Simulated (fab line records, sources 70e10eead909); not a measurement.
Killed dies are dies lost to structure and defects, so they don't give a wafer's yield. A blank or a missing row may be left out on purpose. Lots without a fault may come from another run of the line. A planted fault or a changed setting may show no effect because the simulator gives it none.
fab line records | flow nand_harc
record lots=19 wafers=57 last_day=33
route steps=1302 shown A_CONTACT@1058 A_M0@1151 A_BONDPAD@1216
lots that met no fault: from a run of the same line without faults
start_h: hours from the record's first day to the start of the lot's first wafer shown | wait_h: hours since the lot's step before | " the same as in the row above | L1.1+2: a row that stands for several wafers | - no value, or no start given | * or withheld: withheld | < > ~ a bound
route shown NAME@n: a module of which the file shows steps, and the number in the route of the first | usual: mean/standard deviation of fault-free wafers | same: alike in all rows | chamber/n: place in a boat | sites: the reading at each site | _std_site: their standard deviation | _edge_site: outer sites' mean less inner sites' | radius_mm: how far each site lies from the wafer's centre | mask NAME#n: copy n | behind: the tool/chamber that last shaped the wafer | hold: why the lot was held/for how many hours/how that ended | device: the transistor (n, p or np) that didn't switch | end of line: the same wafers' tests at the end of the route | a step without rows: its recipe alone | killed: dies lost to structure and defects at the first sort, not the wafer's yield | map: a wafer's dies, x killed, . not, _ none there
set.NAME: the setting as run; set.NAME@STEP: as run at that earlier step | model.NAME: the simulator's own value behind a step, which no gauge read
steps of the route over a sample of lots; a table a step, a row a wafer
services: from which hour (start_h, from the record's first day; less than 0 if before it) a tool's chamber was out of use, for how many hours, and why
## steps
# step NHARC_A_CONTACT_ETCH_97
# recipe target_depth_a=200 over_etch_frac=0.5 time_s=10 ion_energy_ev=250 c4f6_flow_sccm=25 o2_flow_sccm=20 ar_flow_sccm=500 rf_w=600 bias_w=500 chemistry=C4F6/O2
# usual bias_w=500.0/1.6 chamber_pressure_mTorr=29.997/0.027 drypump_motor_current_A=5.8/0.42 mfc_ar_sccm=500.1/1.7 oes_product_au=0.958/0.025 rf_fwd_power_W=586.0/2.2 rf_vpp_V=546/4.2 showerhead_plenum_p_Torr=3.86/0.2 throttle_valve_pct=26.903/0.0093
# same over_etch_frac=0.5
# columns lot.wafer tool chamber start_h wait_h bias_w chamber_pressure_mTorr drypump_motor_current_A mfc_ar_sccm oes_product_au rf_fwd_power_W rf_hours_counter_h rf_vpp_V showerhead_plenum_p_Torr throttle_valve_pct
L074.4 rie_diel-02 3 520.41 0.1 500.1 29.974 5.9 502.0 0.963 587.6 18 543 3.70 26.907
L074.1 " 1 " " 499.9 29.981 5.7 498.1 0.925 584.6 12 543 3.69 26.899
L074.6 " 3 " " 499.9 30.037 5.9 501.6 0.957 586.6 - 541 3.70 26.901
L076.3 rie_diel-06 0 - - 501.8 29.963 5.8 502.1 1.006 586.6 16 549 4.01 26.897
L076.1 " 1 " " 497.5 29.980 6.7 498.5 0.976 586.9 14 552 4.15 26.915
L076.2 " 3 " " 501.0 29.909 6.0 497.8 1.008 588.8 15 548 3.99 26.912
L078.2 rie_diel-01 0 - - 502.0 30.015 5.0 501.6 0.927 589.9 54 546 3.85 26.898
L078.6 " 2 " " 499.1 30.019 5.7 498.5 0.920 582.7 - 542 3.75 26.897
L078.5 " 3 " " 499.4 29.965 5.2 502.1 0.952 584.9 - 543 3.70 26.907
L077.1 rie_diel-06 0 - - 499.4 29.981 5.8 496.0 0.934 584.2 22 548 4.01 26.915
L077.2 " 1 " " 500.2 29.954 6.8 498.3 0.942 586.8 21 553 4.15 26.895
L077.5 " 3 " " 499.6 30.057 6.0 503.5 0.955 587.8 - 548 3.99 26.920
L081.3 rie_diel-02 3 - - 498.3 30.069 5.9 498.5 0.950 583.6 26 542 3.70 26.900
L081.2 " 0 " " 498.8 29.937 6.0 498.6 0.945 583.0 29 550 4.13 26.904
L081.6 " 3 " " 497.8 29.988 5.9 496.4 0.947 584.7 - 542 3.70 26.891
L082.2 rie_diel-02 1 - - 501.5 30.023 5.7 499.9 0.991 587.0 0 542 3.69 26.909
L082.1 " 3 " " 497.6 29.991 5.9 499.4 0.993 584.6 0 542 3.70 26.894
L082.6 " 2 " " 497.8 30.006 5.8 499.9 1.013 586.1 - 540 3.66 26.895
L083.1 rie_diel-06 0 - - 500.7 29.981 5.8 500.3 0.948 586.7 36 549 4.00 26.895
L083.2 " 2 " " 499.4 29.997 5.3 501.5 0.928 583.7 36 553 4.17 26.912
L083.6 " 0 " " 501.6 29.973 5.8 499.0 0.958 587.8 - 547 4.00 26.912
L085.2 rie_diel-02 0 623.34 0.1 502.5 30.014 6.0 502.5 0.995 583.2 6 549 4.13 26.917
L085.6 " 2 " " 500.5 29.989 5.8 500.3 1.016 584.9 - 543 3.66 26.897
L085.4 " 0 " " 500.0 29.953 6.0 504.1 0.997 583.7 - 551 4.13 26.897
L086.3 rie_diel-02 2 - - 498.6 30.012 5.8 498.3 1.015 585.8 7 540 3.66 26.914
L086.4 " 0 " " 499.4 29.988 6.0 496.5 1.005 587.1 6 551 4.13 26.915
L086.6 " 2 " " 501.2 30.007 5.8 498.2 1.026 587.4 - 542 3.66 26.904
L088.1 rie_diel-01 3 643.06 0.2 501.0 29.993 5.2 500.3 0.963 586.5 26 541 3.69 26.895
L088.3 " 0 " " 501.9 30.059 5.0 501.4 0.962 591.9 30 545 3.83 26.902
L088.4 " 2 " " 499.5 30.020 5.7 499.1 0.964 584.2 - 544 3.74 26.913
L089.1 rie_diel-06 0 - - 502.2 30.005 5.7 499.9 0.938 587.7 52 548 3.99 26.908
L089.4 " 1 " " 499.6 30.029 6.8 499.0 0.943 587.8 52 552 4.13 26.895
L089.3 " 3 " " 499.9 29.977 6.0 501.2 0.973 590.3 57 549 3.97 26.899
L091.3 rie_diel-02 0 - - 499.7 29.957 6.0 498.9 0.952 585.2 15 551 4.12 26.915
L091.6 " 3 " " 499.7 30.028 5.9 500.4 0.943 587.1 - 543 3.69 26.913
L091.5 " 0 " " 498.7 30.006 6.0 498.0 0.951 582.5 - 552 4.12 26.910
L090.3 rie_diel-02 0 - - 500.4 30.049 6.0 501.9 0.946 585.1 15 549 4.12 26.913
L090.1 " 2 " " 502.1 29.986 5.8 501.4 0.938 583.5 16 542 3.65 26.893
L090.4 " 3 " " 502.0 30.016 5.9 502.8 0.924 583.0 13 543 3.69 26.899
L093.4 rie_diel-01 2 - - 498.4 30.031 5.7 501.6 0.939 588.4 38 543 3.73 26.893
L093.1 " 3 " " 500.7 29.995 5.2 499.3 0.939 587.3 45 543 3.68 26.887
L093.6 " 2 " " 500.2 30.001 5.7 500.5 0.938 588.2 - 544 3.73 26.908
L092.2 rie_diel-06 0 - - 498.8 30.026 5.8 501.2 0.959 585.4 13 550 3.98 26.904
L092.1 " 3 " " 499.2 29.996 6.0 500.4 0.974 591.4 12 548 3.96 26.884
L092.5 " 1 " " 499.8 30.003 6.8 502.8 0.943 587.8 - 551 4.12 26.915
L094.2 rie_diel-01 1 - - 500.7 29.994 6.4 501.3 0.939 586.4 49 548 3.96 26.911
L094.1 " 2 " " 497.4 29.997 5.7 498.8 0.936 586.0 42 543 3.72 26.902
L094.5 " 2 " " 500.0 30.037 5.7 501.5 0.937 586.0 - 541 3.72 26.912
L096.3 rie_diel-02 0 - - 502.6 29.994 6.0 499.0 0.950 585.4 24 551 4.11 26.903
L096.4 " 1 " " 501.2 29.980 5.7 498.7 0.953 585.2 25 541 3.67 26.900
L096.2 " 3 " " 502.1 30.006 5.9 501.4 0.919 582.5 23 541 3.68 26.919
L097.3 rie_diel-02 1 - - 498.9 30.012 5.7 500.7 0.955 587.9 27 541 3.67 26.888
L097.1 " 2 " " 501.7 30.040 5.8 502.4 0.943 585.3 27 541 3.64 26.903
L097.6 " 2 " " 500.6 29.980 5.8 501.2 0.947 586.0 - 540 3.64 26.904
L095.4 rie_diel-06 1 - - 498.0 30.011 6.8 500.3 0.985 588.9 18 551 4.11 26.893
L095.1 " 0 " " 502.1 29.969 5.7 500.6 1.015 587.2 22 547 3.97 26.909
L095.5 " 1 " " 497.8 29.961 6.8 501.2 0.984 588.5 - 550 4.11 26.903
# step NHARC_A_CONTACT_ETCH_88
# recipe target_depth_a=390 over_etch_frac=0.3 time_s=65 ion_energy_ev=80 cf4_flow_sccm=150 ar_flow_sccm=0 rf_w=300 bias_w=100 chemistry=CF4
# usual bias_w=100.00/0.29 chamber_pressure_mTorr=50.00/0.059 drypump_motor_current_A=5.8/0.37 mfc_ar_sccm=0.006/0.0095 oes_product_au=0.996/0.012 rf_fwd_power_W=297.3/1 rf_vpp_V=150.7/1.3 showerhead_plenum_p_Torr=1.72/0.088 throttle_valve_pct=13.284/0.0091
# same over_etch_frac=0.3
# columns lot.wafer tool chamber start_h wait_h bias_w chamber_pressure_mTorr drypump_motor_current_A mfc_ar_sccm oes_product_au rf_fwd_power_W rf_hours_counter_h rf_vpp_V showerhead_plenum_p_Torr throttle_valve_pct
L074.1 rie_diel-06 2 525.92 0.2 100.06 50.02 5.2 0 0.988 297.4 11 152.2 1.89 13.281
L074.4 " 0 " " 100.09 50.01 5.7 0 0.994 297.4 11 151.9 1.81 13.302
L074.6 " 2 " " 100.03 49.99 5.2 0 0.992 297.2 - 150.5 1.89 13.283
L076.2 rie_diel-02 1 543.07 0.1 100.36 49.99 5.7 0 1.012 298.2 16 149.2 1.66 13.282
L076.1 " 2 " " 99.70 50.05 5.8 0 1.004 296.7 22 150.5 1.65 13.280
L076.3 " 0 " " 99.88 49.95 6.0 0.016 0.994 298.0 22 152.8 1.87 13.288
L078.2 rie_diel-02 1 559.09 0.1 100.55 50.04 5.7 0 1.008 297.9 21 147.7 1.66 13.272
L078.6 " 3 " " 100.30 50.05 5.8 0.005 0.981 296.7 - 149.8 1.66 13.280
L078.5 " 1 " " 100.68 50.03 5.7 0 1.003 297.7 - 150.5 1.66 13.282
L077.2 rie_diel-02 0 564.37 0.1 99.57 50.09 6.0 0.016 1.000 296.7 27 153.6 1.86 13.288
L077.1 " 3 " " 99.49 49.95 5.9 0.005 1.000 296.0 24 150.1 1.66 13.296
L077.5 " 0 " " 99.78 49.98 6.0 0.016 0.997 297.2 - 152.9 1.86 13.280
L081.2 rie_diel-01 3 574.54 0.1 99.82 50.01 5.2 0 0.987 298.3 4 149.1 1.67 13.276
L081.3 " 1 " " 99.87 49.98 6.4 0.022 0.974 297.6 6 152.3 1.80 13.287
L081.6 " 1 " " 100.10 50.02 6.4 0.022 0.973 295.4 - 150.2 1.80 13.299
L082.1 rie_diel-02 2 584.24 0.1 99.92 49.99 5.8 0 1.004 295.6 1 148.4 1.65 13.278
L082.2 " 3 " " 100.45 50.02 5.9 0.005 0.989 298.8 1 150.1 1.66 13.272
L082.6 " 1 " " 99.69 49.93 5.7 0 0.984 299.5 - 150.1 1.66 13.296
L083.2 rie_diel-01 0 599.80 0.1 99.81 49.94 5.0 0 0.997 298.5 15 150.3 1.73 13.283
L083.1 " 2 " " 99.74 49.98 5.7 0 1.003 296.2 7 149.6 1.69 13.269
L083.6 " 0 " " 99.88 49.98 5.0 0 1.005 298.1 - 149.9 1.73 13.288
L085.2 rie_diel-02 0 630.38 0.1 99.87 49.99 6.0 0.016 0.998 297.3 7 151.7 1.86 13.284
L085.4 " 3 " " 99.97 49.97 5.9 0.005 0.980 298.5 5 150.0 1.66 13.292
L085.6 " 0 " " 100.28 49.96 6.0 0.016 0.994 295.7 - 152.3 1.86 13.279
L086.3 rie_diel-02 0 632.00 0.1 99.92 49.93 6.0 0.016 1.005 297.1 8 151.6 1.86 13.282
L086.4 " 2 " " 100.35 49.98 5.8 0 1.014 295.8 8 149.5 1.65 13.269
L086.6 " 0 " " 100.32 50.00 6.0 0.016 1.001 296.9 - 151.0 1.86 13.286
L088.4 rie_diel-02 2 650.59 0.2 100.49 49.98 5.8 0 1.000 298.6 13 150.2 1.64 13.272
L088.3 " 3 " " 99.63 50.03 5.9 0.005 0.988 298.9 11 149.9 1.66 13.283
L088.1 " 0 " " 99.95 50.00 6.0 0.016 0.998 297.7 13 151.9 1.86 13.290
L089.4 rie_diel-06 0 657.33 0.1 99.56 50.06 5.7 0 0.993 297.0 55 151.7 1.80 13.289
L089.3 " 1 " " 99.89 50.05 6.8 0.039 0.995 297.2 54 153.3 1.86 13.306
L089.1 " 3 " " 99.65 50.04 6.0 0.006 1.017 298.2 60 151.7 1.79 13.286
L091.3 rie_diel-02 1 663.34 0.1 99.96 50.06 5.7 0 0.996 296.9 16 149.6 1.66 13.298
L091.6 " 3 " " 99.23 50.04 5.9 0.005 0.988 297.9 - 150.4 1.66 13.287
L091.5 " 0 " " 99.80 49.56 6.0 0.016 1.001 296.7 - 153.4 1.86 13.275
L090.1 rie_diel-02 3 664.97 0.1 99.91 49.98 5.8 0.005 0.979 298.3 14 151.1 1.66 13.270
L090.4 " 0 " " 100.51 50.10 5.9 0.016 0.997 298.6 16 152.1 1.86 13.273
L090.3 " 1 " " 99.77 49.99 5.7 0 1.003 296.4 16 148.2 1.66 13.275
L093.4 rie_diel-02 2 698.59 0.1 99.94 50.00 5.8 0 1.018 298.5 20 150.6 1.64 13.284
L093.1 " 0 " " 99.91 50.06 6.0 0.016 0.998 296.1 19 153.0 1.86 13.283
L093.6 " 2 " " 99.64 50.01 5.8 0 1.015 297.9 - 149.7 1.64 13.285
L092.1 rie_diel-02 2 707.53 0.1 100.30 50.00 5.8 0 1.012 296.0 23 150.7 1.64 13.289
L092.2 " 0 " " 100.19 50.09 6.0 0.016 0.998 296.5 21 152.1 1.86 13.272
L092.5 " 3 " " 100.53 50.01 5.9 0.005 0.983 298.2 - 149.0 1.66 13.287
L094.1 rie_diel-01 0 712.12 0.1 99.85 50.07 5.0 0 0.997 297.1 51 151.1 1.72 13.276
L094.2 " 3 " " 100.19 49.95 5.2 0 0.983 299.5 50 150.3 1.65 13.276
L094.5 " 1 " " 99.98 49.91 6.4 0.022 0.985 296.7 - 150.9 1.79 13.298
L096.4 rie_diel-02 2 725.25 0.1 99.99 50.01 5.8 0 0.995 297.9 27 148.5 1.64 13.274
L096.2 " 3 " " 100.18 49.98 5.9 0.005 0.981 296.5 24 149.1 1.66 13.283
L096.3 " 1 " " 99.65 49.99 5.7 0 1.008 297.2 27 150.0 1.65 13.285
L097.1 rie_diel-02 2 727.88 0.1 99.53 50.00 5.8 0 1.014 297.2 28 149.9 1.64 13.284
L097.3 " 3 " " 100.01 49.99 5.9 0.005 0.986 297.8 24 149.7 1.66 13.282
L097.6 " 2 " " 100.42 50.00 5.8 0 1.008 296.4 - 150.5 1.64 13.276
L095.4 rie_diel-01 0 728.83 0.1 100.41 50.01 5.1 0 0.997 298.5 62 150.0 1.72 13.306
L095.1 " 1 " " 100.35 49.99 6.4 0.022 0.976 297.5 61 152.0 1.78 13.287
L095.5 " 3 " " 99.62 49.98 5.2 0 0.984 295.9 - 149.9 1.65 13.279
# step NHARC_A_CONTACT_ALD_18
# recipe target_thk_a=30 pulse_time_s=1 ald_cycles=150 temp_c=450 material=TiN
# usual heater_power_w=1103/84 precursor_pulse_height_rel=0.999/0.019
# columns lot.wafer tool chamber start_h wait_h heater_power_w precursor_pulse_height_rel
L074.1 ald_metal-02 1 530.02 - 1054 1.018
L074.4 " 3 " " 1204 0.994
L074.6 " 1 " " 1057 0.965
L076.3 ald_metal-01 1 547.44 - 1058 0.994
L076.2 " 3 " " 1061 0.994
L076.1 " 0 " " 1080 1.017
L078.2 ald_metal-04 2 563.65 - 1024 0.989
L078.6 " 0 " " 1197 0.995
L078.5 " 1 " " 941 0.972
L077.1 ald_metal-02 3 571.78 - 1209 1.014
L077.2 " 0 " " 1190 1.020
L077.5 " 2 " " 1168 0.970
L081.3 ald_metal-02 1 578.94 - 1044 1.015
L081.2 " 3 " " 1180 1.018
L081.6 " 2 " " 1157 0.987
L082.1 ald_metal-01 0 588.30 - 1061 1.025
L082.2 " 2 " " 1065 0.998
L082.6 " 0 " " 1078 1.027
L083.1 ald_metal-01 2 603.93 - 1068 0.979
L083.2 " 3 " " 1099 1.002
L083.6 " 2 " " 1086 0.977
L085.2 ald_metal-04 2 634.44 - 1016 0.995
L085.6 " 0 " " 1212 1.006
L085.4 " 2 " " 1005 0.972
L086.4 ald_metal-01 3 636.19 - 1109 1.021
L086.3 " 0 " " 1057 1.024
L086.6 " 3 " " 1069 1.004
L088.4 ald_metal-02 2 654.68 - 1228 1.019
L088.3 " 3 " " 1171 1.007
L088.1 " 1 " " 1047 0.988
L089.1 ald_metal-02 2 661.89 - 1220 0.986
L089.4 " 0 " " 1214 0.970
L089.3 " 1 " " 1064 0.967
L091.3 ald_metal-02 0 667.39 - 1222 0.973
L091.6 " 0 " " 1218 0.973
L091.5 " 1 " " 1009 1.003
L090.3 ald_metal-01 1 669.21 - 1104 1.002
L090.1 " 2 " " 1048 0.977
L090.4 " 3 " " 1102 0.998
L093.4 ald_metal-01 3 702.91 - 1139 1.010
L093.1 " 0 " " 1085 0.989
L093.6 " 1 " " 1114 1.001
L092.2 ald_metal-02 0 711.74 - 1250 0.976
L092.1 " 2 " " 1242 1.009
L092.5 " 2 " " 1257 1.007
L094.2 ald_metal-04 0 719.51 - 1225 1.003
L094.1 " 1 " " 900 1.010
L094.5 " 3 " " 968 1.000
L096.4 ald_metal-04 3 729.31 - 983 0.951
L096.2 " 0 " " 1282 1.013
L096.3 " 1 " " 921 0.973
L097.3 ald_metal-01 2 731.94 - 1125 1.047
L097.1 " 0 " " 1008 1.014
L097.6 " 2 " " 1102 1.014
L095.1 ald_metal-02 3 732.87 - 1206 1.036
L095.4 " 2 " " 1211 1.011
L095.5 " 3 " " 1179 1.011
# step NHARC_A_M0_ETCH_34
# recipe target_depth_a=400 overetch_a=120 time_s=43.94 ion_energy_ev=200 n2_flow_sccm=150 h2_flow_sccm=150 ar_flow_sccm=0 rf_w=400 bias_w=150 chemistry=N2/H2
# usual bias_w=150.0/0.46 chamber_pressure_mTorr=30.002/0.028 drypump_motor_current_A=5.8/0.37 mfc_ar_sccm=0.007/0.0084 oes_product_au=1.002/0.013 rf_fwd_power_W=395.2/1.8 rf_vpp_V=429.4/2.5 showerhead_plenum_p_Torr=2.00/0.085 throttle_valve_pct=14.171/0.0093
# columns lot.wafer tool chamber start_h wait_h bias_w chamber_pressure_mTorr drypump_motor_current_A mfc_ar_sccm oes_product_au rf_fwd_power_W rf_hours_counter_h rf_vpp_V showerhead_plenum_p_Torr throttle_valve_pct
L074.1 rie_diel-13 3 536.23 0.1 150.1 30.018 5.6 0.026 1.006 393.9 0.2 430.8 1.96 14.155
L074.4 " 3 " " 150.5 29.987 5.6 0.026 1.009 396.7 - 428.4 1.96 14.164
L074.6 " 1 " " 150.3 29.943 5.4 0.016 1.009 398.9 - 431.6 2.09 14.184
L076.3 rie_diel-09 3 553.91 0.1 149.6 29.925 6.2 0.016 1.032 393.7 2.0 426.6 1.89 14.181
L076.1 " 0 " " 151.0 30.003 5.9 0 0.996 395.1 2.3 427.0 1.93 14.184
L076.2 " 1 " " 150.7 29.995 6.3 0.005 0.997 392.9 3.1 431.3 2.10 14.171
L078.2 rie_diel-12 0 570.87 0.1 150.8 30.007 5.7 0 0.991 398.6 3.5 425.8 1.89 14.181
L078.5 " 0 " " 150.3 30.032 5.7 0 0.984 396.8 - 426.7 1.89 14.178
L078.6 " 2 " " 149.3 30.014 5.5 0.006 0.997 392.3 - 428.9 1.99 14.153
L077.1 rie_diel-12 2 579.36 0.1 149.8 29.988 5.5 0.006 1.005 393.9 5.8 428.5 1.99 14.188
L077.2 " 3 " " 149.0 30.022 5.9 0 0.990 396.7 6.0 429.1 1.96 14.163
L077.5 " 2 " " 149.1 29.982 5.5 0.006 0.996 394.8 - 429.4 1.99 14.164
L081.2 rie_diel-09 3 585.59 0.1 150.2 30.047 6.2 0.016 1.022 392.1 5.3 426.1 1.89 14.170
L081.3 " 0 " " 149.6 29.983 5.9 0 0.998 396.3 5.1 427.1 1.93 14.177
L081.6 " 0 " " 150.2 29.994 5.9 0 0.994 397.7 - 428.4 1.93 14.179
L082.1 rie_diel-13 1 594.91 0.1 150.1 29.987 5.4 0.016 1.023 399.4 5.7 432.0 2.09 14.179
L082.2 " 3 " " 149.4 29.987 5.6 0.026 1.021 396.3 5.9 427.3 1.96 14.160
L082.6 " 1 " " 150.7 30.005 5.4 0.016 1.014 399.0 - 431.6 2.09 14.163
L083.2 rie_diel-12 2 610.15 0.1 149.4 29.998 5.5 0.006 1.001 392.6 7.3 428.5 1.99 14.165
L083.1 " 3 " " 149.7 29.954 5.9 0 0.983 396.8 8.1 428.2 1.96 14.169
L083.6 " 1 " " 150.2 30.019 5.6 0.001 0.989 394.4 - 431.6 2.12 14.188
L085.4 rie_diel-12 2 641.51 0.1 150.2 29.977 5.5 0.006 0.991 393.0 0.9 429.2 1.99 14.176
L085.2 " 0 " " 150.5 30.017 5.7 0 0.998 395.8 0.8 424.9 1.89 14.171
L085.6 " 2 " " 150.5 30.052 5.5 0.006 1.000 393.3 - 429.0 1.99 14.177
L086.4 rie_diel-12 3 642.94 0.1 150.5 29.970 5.9 0 0.998 397.4 1.0 429.4 1.96 14.185
L086.3 " 0 " " 150.1 29.997 5.7 0 1.000 395.1 0.8 425.6 1.89 14.170
L086.6 " 3 " " 149.5 30.048 5.9 0 1.002 396.8 - 429.9 1.96 14.179
L088.1 rie_diel-13 2 661.03 0.1 149.7 29.989 6.3 0 1.021 397.5 9.3 434.4 2.14 14.173
L088.4 " 0 " " 150.4 30.060 4.8 0.011 0.978 395.8 7.0 430.6 2.08 14.174
L088.3 " 1 " " 149.9 29.983 5.4 0.016 1.007 397.8 8.5 432.1 2.09 14.180
L089.3 rie_diel-13 2 668.20 0.1 150.6 30.053 6.3 0 1.026 393.5 10.4 433.9 2.14 14.176
L089.4 " 3 " " 151.0 30.029 5.6 0.026 1.009 394.6 9.8 428.6 1.96 14.180
L089.1 " 1 " " 150.3 30.018 5.4 0.016 1.001 398.6 9.1 432.9 2.09 14.175
L091.3 rie_diel-13 0 673.76 0.1 149.7 30.045 4.8 0.011 0.978 396.0 8.4 432.6 2.07 14.181
L091.5 " 2 " " 150.8 30.008 6.3 0 1.019 396.0 - 433.4 2.14 14.161
L091.6 " 3 " " 150.0 30.024 5.6 0.026 1.009 393.2 - 428.0 1.96 14.169
L090.3 rie_diel-12 3 675.36 0.1 149.9 29.979 6.0 0 0.995 396.3 3.0 429.5 1.95 14.166
L090.1 " 0 " " 150.0 29.982 5.7 0 0.992 396.9 2.4 426.7 1.89 14.173
L090.4 " 2 " " 150.0 29.966 5.5 0.006 0.998 394.6 2.7 428.5 1.99 14.181
L093.1 rie_diel-13 2 709.26 0.1 149.7 29.999 6.3 0 1.018 395.3 0.1 433.8 2.14 14.168
L093.4 " 0 " " 150.1 29.992 4.8 0.011 0.996 394.7 0.0 431.9 2.07 14.174
L093.6 " 2 " " 149.9 30.059 6.3 0 1.022 396.4 - 434.3 2.14 14.183
L092.2 rie_diel-12 3 718.65 0.1 150.0 29.998 5.9 0 0.989 395.4 4.1 428.5 1.95 14.158
L092.1 " 0 " " 150.1 29.980 5.7 0 1.002 393.8 3.2 425.9 1.89 14.163
L092.5 " 0 " " 150.5 30.024 5.7 0 1.001 396.3 - 426.2 1.89 14.163
L094.2 rie_diel-13 3 726.02 0.1 150.5 29.997 5.6 0.026 1.011 394.1 0.4 427.8 1.96 14.170
L094.1 " 0 " " 150.6 30.013 4.8 0.011 1.001 397.0 1.8 430.0 2.07 14.170
L094.5 " 0 " " 150.9 29.972 4.8 0.011 1.001 397.3 - 432.1 2.07 14.164
L096.4 rie_diel-09 0 736.24 0.1 149.9 30.043 5.9 0 0.988 395.5 3.5 426.1 1.92 14.172
L096.2 " 1 " " 149.5 30.021 6.4 0.005 0.997 392.1 4.6 430.7 2.10 14.173
L096.3 " 2 " " 150.0 29.993 5.8 0.010 1.008 395.4 4.9 427.4 1.93 14.181
L097.1 rie_diel-09 0 738.12 0.1 150.5 30.002 5.9 0 0.987 396.7 3.6 428.1 1.92 14.172
L097.3 " 1 " " 149.7 30.015 6.3 0.005 0.991 393.0 4.6 430.8 2.10 14.180
L097.6 " 0 " " 150.7 30.013 5.9 0 0.990 396.1 - 427.2 1.92 14.177
L095.4 rie_diel-09 3 739.36 0.1 150.2 29.958 6.2 0.016 1.007 391.7 4.0 426.7 1.89 14.188
L095.1 " 0 " " 149.3 30.033 5.9 0 0.987 393.4 3.7 426.8 1.92 14.163
L095.5 " 3 " " 149.9 30.020 6.2 0.016 1.011 393.9 - 427.0 1.89 14.170
# step NHARC_A_BONDPAD_OVL_MEAS_35
# usual overlay_x_nm=0/5.3 overlay_y_nm=-1/5.5
# columns lot.wafer tool chamber start_h wait_h overlay_x_nm overlay_y_nm
L074.1 overlay-01 - 544.81 - 0 3
L074.4 " - " " 1 3
L074.6 " - " " 0 3
L076.1 overlay-01 - 562.28 - 2 -8
L076.2 " - " " 1 -7
L076.3 " - " " 1 -8
L078.2 overlay-01 - 579.37 - 0 5
L078.5 " - " " 0 5
L078.6 " - " " 0 4
L077.1 overlay-02 - 588.32 - 2 0
L077.2 " - " " 2 0
L077.5 " - " " 2 0
L081.2 overlay-01 - 594.51 - -5 11
L081.3 " - " " -4 10
L081.6 " - " " -4 11
L082.1 overlay-02 - 603.78 - -5 -4
L082.2 " - " " -5 -3
L082.6 " - " " -5 -3
L083.1 overlay-02 - 618.85 - -3 -3
L083.2 " - " " -3 -3
L083.6 " - " " -3 -3
L085.2 overlay-01 - 649.96 - -9 -11
L085.4 " - " " -8 -11
L085.6 " - " " -9 -11
L086.3 overlay-02 - 651.49 - -3 -2
L086.4 " - " " -3 -2
L086.6 " - " " -3 -2
L088.1 overlay-01 - 673.53 - -1 -3
L088.3 " - " " -1 -4
L088.4 " - " " -1 -3
L089.1 overlay-02 - 677.98 - 6 -13
L089.3 " - " " 6 -14
L089.4 " - " " 6 -13
L091.3 overlay-01 - 683.35 - -9 4
L091.5 " - " " -9 5
L091.6 " - " " -9 4
L090.1 overlay-01 - 684.08 - 12 1
L090.3 " - " " 12 1
L090.4 " - " " 12 1
L093.1 overlay-02 - 718.02 - 1 6
L093.4 " - " " 1 6
L093.6 " - " " 1 6
L092.1 overlay-01 - 727.27 - 3 4
L092.2 " - " " 4 4
L092.5 " - " " 3 4
L094.1 overlay-02 - 734.52 - 13 -2
L094.2 " - " " 14 -2
L094.5 " - " " 14 -2
L096.2 overlay-01 - 744.87 - -2 -3
L096.3 " - " " -1 -4
L096.4 " - " " -2 -4
L097.1 overlay-02 - 746.64 - 3 -4
L097.3 " - " " 2 -4
L097.6 " - " " 2 -3
L095.1 overlay-02 - 748.08 - -1 -7
L095.4 " - " " -1 -7
L095.5 " - " " -1 -7
# step NHARC_A_BONDPAD_ANNEAL_28
# recipe temp_c=225 time_s=90
# usual wafer_temp_C_max=226.16/0.26
# columns lot.wafer tool chamber start_h wait_h wafer_temp_C_max
L074.1 rtp_anneal-01 0 546.70 0.3 225.84
L074.4 " 0 " " 226.00
L074.6 " 0 " " 225.48
L076.1 rtp_anneal-02 0 564.10 0.4 226.41
L076.2 " 0 " " 226.18
L076.3 " 0 " " 226.18
L078.2 rtp_anneal-02 0 581.37 0.4 226.09
L078.5 " 0 " " 226.06
L078.6 " 0 " " 225.69
L077.1 rtp_anneal-01 0 590.11 - 226.14
L077.2 " 0 " " 226.28
L077.5 " 0 " " 226.06
L081.2 rtp_anneal-01 0 596.36 - 225.99
L081.3 " 0 " " 226.04
L081.6 " 0 " " 225.78
L082.1 rtp_anneal-01 0 605.67 0.3 226.54
L082.2 " 0 " " 226.25
L082.6 " 0 " " 226.02
L083.1 rtp_anneal-01 0 620.70 - 226.70
L083.2 " 0 " " 226.47
L083.6 " 0 " " 226.19
L085.2 rtp_anneal-02 0 652.11 - 226.00
L085.4 " 0 " " 226.40
L085.6 " 0 " " 226.08
L086.3 rtp_anneal-01 0 653.46 0.3 226.13
L086.4 " 0 " " 225.98
L086.6 " 0 " " 226.37
L088.1 rtp_anneal-02 0 675.47 0.4 226.29
L088.3 " 0 " " 226.33
L088.4 " 0 " " 225.97
L089.1 rtp_anneal-01 0 679.85 - 226.36
L089.3 " 0 " " 226.20
L089.4 " 0 " " 225.97
L091.3 rtp_anneal-01 0 685.26 - 226.13
L091.5 " 0 " " 226.44
L091.6 " 0 " " 226.34
L090.1 rtp_anneal-02 0 685.91 0.4 225.70
L090.3 " 0 " " 226.35
L090.4 " 0 " " 225.99
L093.1 rtp_anneal-01 0 719.88 - 226.07
L093.4 " 0 " " 226.29
L093.6 " 0 " " 226.24
L092.1 rtp_anneal-02 0 729.06 - 225.89
L092.2 " 0 " " 226.26
L092.5 " 0 " " 226.28
L094.1 rtp_anneal-01 0 736.35 - 226.02
L094.2 " 0 " " 225.99
L094.5 " 0 " " 225.97
L096.2 rtp_anneal-01 0 746.84 - 226.22
L096.3 " 0 " " 226.04
L096.4 " 0 " " 226.40
L097.1 rtp_anneal-01 0 748.44 0.3 225.70
L097.3 " 0 " " 226.06
L097.6 " 0 " " 225.99
L095.1 rtp_anneal-01 0 750.02 0.3 226.37
L095.4 " 0 " " 226.17
L095.5 " 0 " " 225.67
## services
# columns tool chamber start_h hours kind
ald_metal-01 1 496.49 23.0 repair
ald_metal-01 0 512.28 4.9 repair
rie_diel-13 - 519.00 9.0 pm
ald_metal-01 - 526.00 10.0 pm
rie_diel-12 0 528.61 10.4 repair
rie_diel-02 3 533.19 15.8 repair
rie_diel-13 0 534.06 16.7 repair
ald_metal-01 2 539.32 11.5 repair
rie_diel-12 1 552.99 45.9 repair
rie_diel-01 - 558.16 9.0 pm
rie_diel-02 - 571.27 9.0 pm
rie_diel-12 0 578.25 6.8 repair
ald_metal-02 0 580.11 23.8 repair
ald_metal-02 3 591.38 3.7 repair
rie_diel-06 0 608.46 4.5 repair
ald_metal-02 - 610.00 10.0 pm
rie_diel-02 3 610.42 14.1 repair
rie_diel-01 1 638.37 6.7 repair
rie_diel-06 - 661.47 9.0 pm
ald_metal-02 - 678.26 1.0 repair
ald_metal-02 3 704.74 13.4 repair
ald_metal-02 1 708.03 8.8 repair
rie_diel-01 - 735.30 9.0 pm
rie_diel-02 - 748.27 9.0 pm
## key
fault none
